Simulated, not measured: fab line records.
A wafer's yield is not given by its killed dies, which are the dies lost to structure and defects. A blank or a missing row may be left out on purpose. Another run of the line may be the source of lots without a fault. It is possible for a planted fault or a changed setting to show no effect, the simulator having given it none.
Comparing a struck lot with a sound one -- flow n5-finfet -- 14 out of 1938 route steps
Sound: the wafers L279.1, L279.2, L279.4. Struck: wafers L293.1, L293.2, L293.3. Last of all comes the cause.
At each step with rows: each side's tool, then ch and its chambers, then its first start. Under that, the readings that differ: sound wafers -- struck wafers -- difference of the means -- sigmas: that difference in standard deviations of wafers without a fault.
alike: readings with means less than 2 such deviations apart, plus words and numbers identical on both sides. not compared: withheld readings, readings lacking a value on some wafer, bounds such as >300 that could conceal the same value, and numbers that have no deviation in the record and whose values overlap.
The two part at a step that has a row with sigmas, a row that says differs or no value, or rows on one side only. Non-overlapping numbers with no deviation appear without sigmas and do not part them. Lack of a reading on every wafer of one side parts them only where that side has two or more wafers.

N5_BEOL_M12_ETCH_67: etches SiARC in CF4, target depth 143 nm, time 238.3 s.
  sound on rie-diel-01 ch 0,2,3, day 11 06:15; struck on rie-diel-05 ch 1,2,3, day 14 03:55
reading,sound,struck,difference,sigmas
rf-vpp-V (V),186.2 183.9 186.7,182.8 182.3 183.5,-2.7,-2
  alike: drypump-motor-current-A, etch-rf-on-time-s, oes-product-au, showerhead-plenum-p-Torr, throttle-valve-pct
  not compared: rf-hours-counter-h
then, 4 steps without rows for these wafers: N5_BEOL_M12_ETCH_68 (etches SOC in N2/H2, time 285 s); N5_BEOL_M12_STRIP_69 (strips in N2/H2); N5_BEOL_M12_TRENCH_ETCH_34 (etches SiOC in C4F8/O2/Ar, target depth 318.95 nm, time 125.5 s); N5_BEOL_M12_STRIP_70 (strips in C4F8/O2/Ar).
N5_BEOL_M12_OCD_MEAS_35:
  struck on ocd-01, day 14 04:24; sound on ocd-02, day 11 06:44
  alike: trench-depth-nm
N5_BEOL_M12_STRIP_37: strips in N2/H2.
  sound on plasma-asher-02 ch 0,1, day 11 06:46; struck on plasma-asher-01 ch 0,1, day 14 04:26
  alike: drypump-motor-current-A, heater-power-w, oes-product-au
  not compared: rf-hours-counter-h
N5_BEOL_M12_ETCH_38: etches SiCN in CF4/N2, target depth 68.7 nm, time 73.4 s.
  sound on rie-diel-03 ch 0,2,3, day 11 11:56; struck on rie-diel-03 ch 0,1,3, day 14 06:01
  alike: drypump-motor-current-A, oes-product-au, rf-vpp-V, showerhead-plenum-p-Torr, throttle-valve-pct
  not compared: rf-hours-counter-h
then, 3 steps without rows for these wafers: N5_BEOL_M12_PRECLEAN_39 (cleans in residue remover, time 60 s); N5_BEOL_M12_SRD_40 (time 30 s, dry time 30 s); N5_BEOL_M12_DEGAS_41 (time 60 s).
N5_BEOL_M12_PRE_CLEAN_42: time 30 s.
  struck on pvd-sputter-03, day 14 06:51; sound on pvd-sputter-02, day 11 12:28
  alike: heater-power-w
N5_BEOL_M12_SPUTTER_43: material TaN, target thk 15 nm, time 24.19 s.
  struck on pvd-sputter-03, day 14 06:53; sound on pvd-sputter-02, day 11 12:30
reading,sound,struck,difference,sigmas
cathode-dc-power-W (W),15000 14998 15001,13370 13372 13368,-1630,-99 or more
model.TaN_of_BEOL_M12_SPUTTER_43.thk-nm (nm),15.2 15 15,13.4 13.4 13.4,-1.7,
  alike: throttle-valve-pct
N5_BEOL_M12_SPUTTER_44: material Ta, target thk 10 nm, time 16.13 s.
  struck on pvd-sputter-03, day 14 06:58; sound on pvd-sputter-02, day 11 12:35
  alike: cathode-dc-power-W, throttle-valve-pct

## WHERE THEY PART
First at N5_BEOL_M12_ETCH_67; last, within this record, at N5_BEOL_M12_SPUTTER_43. Later steps at which nothing parts them and some readings are alike: N5_BEOL_M12_SPUTTER_44.

WHY: the cause the simulator had injected
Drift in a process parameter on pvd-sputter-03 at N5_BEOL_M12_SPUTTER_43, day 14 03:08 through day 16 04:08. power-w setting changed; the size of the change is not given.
